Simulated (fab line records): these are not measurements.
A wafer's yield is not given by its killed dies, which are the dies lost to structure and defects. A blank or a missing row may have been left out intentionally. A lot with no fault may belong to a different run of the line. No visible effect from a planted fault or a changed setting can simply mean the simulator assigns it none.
Which of the tools did it?	flow nand_harc	13 lots, 39 wafers sampled, at 4 steps of a route of 1302

== WHAT EACH GAUGE READ, for each wafer ==
The record holds no reading of a measuring or inspecting step that can be judged against a usual standard deviation.

== WHICH TOOL RAN EACH LOT (tool, then ch and the chambers of the sampled wafers, then the start) ==
lot	NHARC_A_BONDPAD_PRE_CLEAN_26	NHARC_THIN_TSV_DESCUM_14	NHARC_THIN_TSV_ETCH_44	NHARC_THIN_TSV_ETCHBACK_48
L388	pvd_sputter-01, day 25 12:29 or earlier	rie_diel-07 ch 0,1,2, day 25 12:29	rie_diel-07 ch 0,1,3, day 25 12:35	rie_diel-11 ch 0,1,2, day 25 14:37
L391	pvd_sputter-03, day 26 00:34 or earlier	rie_diel-07 ch 0,2,3, day 26 00:34	rie_diel-07 ch 0,1,3, day 26 00:39	rie_diel-02 ch 0,1,2, day 26 02:38
L393	pvd_sputter-01, day 26 19:43 or earlier	rie_diel-02 ch 1,2,3, day 26 19:43	rie_diel-02 ch 0,1,3, day 26 19:50	rie_diel-11 ch 1,2, day 26 21:46
L395	pvd_sputter-02, day 27 08:16 or earlier	rie_diel-07 ch 0,2,3, day 27 08:16	rie_diel-07 ch 0,1,3, day 27 08:23	rie_diel-07 ch 0,1,3, day 27 10:23
L396	pvd_sputter-03, day 28 10:42 or earlier	rie_diel-02 ch 1,3, day 28 10:42	rie_diel-02 ch 0,1, day 28 10:47	rie_diel-02 ch 0,3, day 28 13:02
L401	pvd_sputter-03, day 30 11:27 or earlier	rie_diel-02 ch 0,3, day 30 11:27	rie_diel-02 ch 0,1,3, day 30 11:34	rie_diel-02 ch 0,1, day 30 13:41
L403	pvd_sputter-02, day 30 15:55 or earlier	rie_diel-02 ch 0,1, day 30 15:55	rie_diel-02 ch 0,1,3, day 30 16:01	rie_diel-02 ch 0,3, day 30 18:11
L405	pvd_sputter-02, day 31 16:38 or earlier	rie_diel-02 ch 1,2, day 31 16:38	rie_diel-02 ch 0,1, day 31 16:43	rie_diel-07 ch 1,2, day 31 18:44
L404	pvd_sputter-02, day 32 02:44 or earlier	rie_diel-02 ch 0,1,2, day 32 02:44	rie_diel-02 ch 2,3, day 32 02:51	rie_diel-11 ch 2,3, day 32 04:55
L409	pvd_sputter-02, day 33 13:30 or earlier	rie_diel-07 ch 0,1, day 33 13:30	rie_diel-07 ch 0,1,3, day 33 13:42	rie_diel-11 ch 1,2,3, day 33 15:37
L407	pvd_sputter-03, day 33 14:47 or earlier	rie_diel-02 ch 2,3, day 33 14:47	rie_diel-02 ch 2,3, day 33 14:52	rie_diel-02 ch 0,3, day 33 16:59
L406	pvd_sputter-01, day 33 18:05 or earlier	rie_diel-07 ch 0,1,2, day 33 18:05	rie_diel-07 ch 0,1,3, day 33 18:14	rie_diel-07 ch 0,1,2, day 33 20:29
L408	pvd_sputter-02, day 33 19:09 or earlier	rie_diel-02 ch 1,2, day 33 19:09	rie_diel-02 ch 1,2,3, day 33 19:21	rie_diel-07 ch 0,3, day 33 21:17
- NHARC_A_BONDPAD_PRE_CLEAN_26: time 30 s.
- NHARC_THIN_TSV_DESCUM_14: chemistry O2, time 3 s.
- NHARC_THIN_TSV_ETCH_44: etches the open film in CF4/O2, target depth 1594.2 nm, time 797.1 s.
- NHARC_THIN_TSV_ETCHBACK_48: etches the open film in C4F8/Ar, target depth 1028.5 nm, time 405.17 s.

== WHAT THE TOOLS THEMSELVES READ (means of the sampled wafers that have a number; where no wafer has one, the mark that the record gives instead) ==
NHARC_A_BONDPAD_PRE_CLEAN_26. Usual: 394 W for heater_power_w, sd 24.
lot	tool	heater_power_w (W)	flag
L388	pvd_sputter-01	381	
L391	pvd_sputter-03	377	
L393	pvd_sputter-01	379	
L395	pvd_sputter-02	407	
L396	pvd_sputter-03	371	
L401	pvd_sputter-03	421	
L403	pvd_sputter-02	398	
L405	pvd_sputter-02	412	
L404	pvd_sputter-02	407	
L409	pvd_sputter-02	401	
L407	pvd_sputter-03	366	
L406	pvd_sputter-01	378	
L408	pvd_sputter-02	410	

NHARC_THIN_TSV_DESCUM_14. Usual: drypump_motor_current_A 5.8 A, standard deviation 0.44; oes_product_au 0.995 a.u., standard deviation 0.0088; rf_vpp_V 57.7 V, standard deviation 0.95; showerhead_plenum_p_Torr 1.88 Torr, standard deviation 0.057; throttle_valve_pct 11.309 %, standard deviation 0.0096.
lot	tool	drypump_motor_current_A (A)	oes_product_au (a.u.)	rf_vpp_V (V)	showerhead_plenum_p_Torr (Torr)	throttle_valve_pct (%)	flag
L388	rie_diel-07	5.9	0.999	58.4	1.90	11.304	
L391	rie_diel-07	5.5	1.002	57.6	1.89	11.307	
L393	rie_diel-02	5.8	0.998	58.0	1.87	11.306	
L395	rie_diel-07	5.5	0.999	56.5	1.89	11.308	
L396	rie_diel-02	5.5	0.995	58.1	1.91	11.312	
L401	rie_diel-02	5.7	0.990	57.6	1.86	11.313	
L403	rie_diel-02	5.3	0.981	57.7	1.93	11.311	
L405	rie_diel-02	5.8	0.996	58.0	1.88	11.296	
L404	rie_diel-02	5.6	0.986	57.9	1.89	11.310	
L409	rie_diel-07	6.2	1.000	57.5	1.88	11.308	
L407	rie_diel-02	6.1	0.999	56.8	1.83	11.312	
L406	rie_diel-07	5.9	1.001	58.2	1.89	11.306	
L408	rie_diel-02	5.8	1.007	57.7	1.88	11.325	

NHARC_THIN_TSV_ETCH_44. Usual: drypump_motor_current_A 5.7 A, standard deviation 0.43; oes_product_au 0.996 a.u., standard deviation 0.0073; rf_fwd_power_W 299.7 W, standard deviation 0.93; rf_vpp_V 792 V, standard deviation 3.3; showerhead_plenum_p_Torr 1.80 Torr, standard deviation 0.05; throttle_valve_pct 16.914 %, standard deviation 0.009.
lot	tool	drypump_motor_current_A (A)	oes_product_au (a.u.)	rf_fwd_power_W (W)	rf_vpp_V (V)	showerhead_plenum_p_Torr (Torr)	throttle_valve_pct (%)	flag
L388	rie_diel-07	5.8	1.006	299.8	791	1.80	16.913	
L391	rie_diel-07	5.8	1.009	299.4	791	1.80	16.912	
L393	rie_diel-02	5.6	0.994	299.0	793	1.80	16.917	
L395	rie_diel-07	5.8	0.914	259.6	793	1.80	16.923	OFF
L396	rie_diel-02	5.4	0.991	300.6	794	1.82	16.921	
L401	rie_diel-02	5.6	0.992	300.6	792	1.80	16.922	
L403	rie_diel-02	5.6	0.994	300.6	792	1.80	16.918	
L405	rie_diel-02	5.4	0.997	299.1	794	1.82	16.918	
L404	rie_diel-02	6.1	0.997	299.8	789	1.74	16.913	
L409	rie_diel-07	5.8	0.993	299.3	791	1.79	16.908	
L407	rie_diel-02	6.1	1.007	299.3	790	1.76	16.904	
L406	rie_diel-07	5.8	0.996	299.1	792	1.79	16.914	
L408	rie_diel-02	5.8	0.998	299.0	792	1.79	16.918	

NHARC_THIN_TSV_ETCHBACK_48. Usual: oes_product_au 0.95 a.u., standard deviation 0.032; rf_vpp_V 545.5 V, standard deviation 2.3.
lot	tool	oes_product_au (a.u.)	rf_vpp_V (V)	flag
L388	rie_diel-11	0.98	545.3	
L391	rie_diel-02	1.00	545.7	
L393	rie_diel-11	1.00	542.7	
L395	rie_diel-07	0.92	544.4	
L396	rie_diel-02	0.92	543.8	
L401	rie_diel-02	0.91	547.7	
L403	rie_diel-02	0.95	544.8	
L405	rie_diel-07	0.92	547.5	
L404	rie_diel-11	0.93	542.6	
L409	rie_diel-11	0.92	543.1	
L407	rie_diel-02	0.92	545.7	
L406	rie_diel-07	0.92	546.5	
L408	rie_diel-07	0.92	545.8	

== THE ANSWER, worked out from the rows above alone ==
Rule: take the mean of a lot's wafers that have a number; if it is more than 3 standard deviations from the usual mean, the lot is off. Also off: a lot with no number at a reading for which 4 or more lots have one. Where the step has rows for the other lots, those lots are counted as sound. Order of review: gauges by route order, followed by the tools' own readings, for which a lot's mean as printed above is used. At the first step where some lot is off, the reading lying furthest off is the one used; lots without a number count as furthest.
Off: L395 (NHARC_THIN_TSV_ETCH_44, rf_fwd_power_W).
If a tool, at that step or one of the process steps before it, ran each lot that is off and ran no sound lot following the first of them, it fits. NHARC_A_BONDPAD_PRE_CLEAN_26 gives no start for some lots, so the hours and the order of its lots are those of NHARC_THIN_TSV_DESCUM_14. Not one of the candidates tried fits.

== WHAT THE SIMULATOR HAD PUT IN ==
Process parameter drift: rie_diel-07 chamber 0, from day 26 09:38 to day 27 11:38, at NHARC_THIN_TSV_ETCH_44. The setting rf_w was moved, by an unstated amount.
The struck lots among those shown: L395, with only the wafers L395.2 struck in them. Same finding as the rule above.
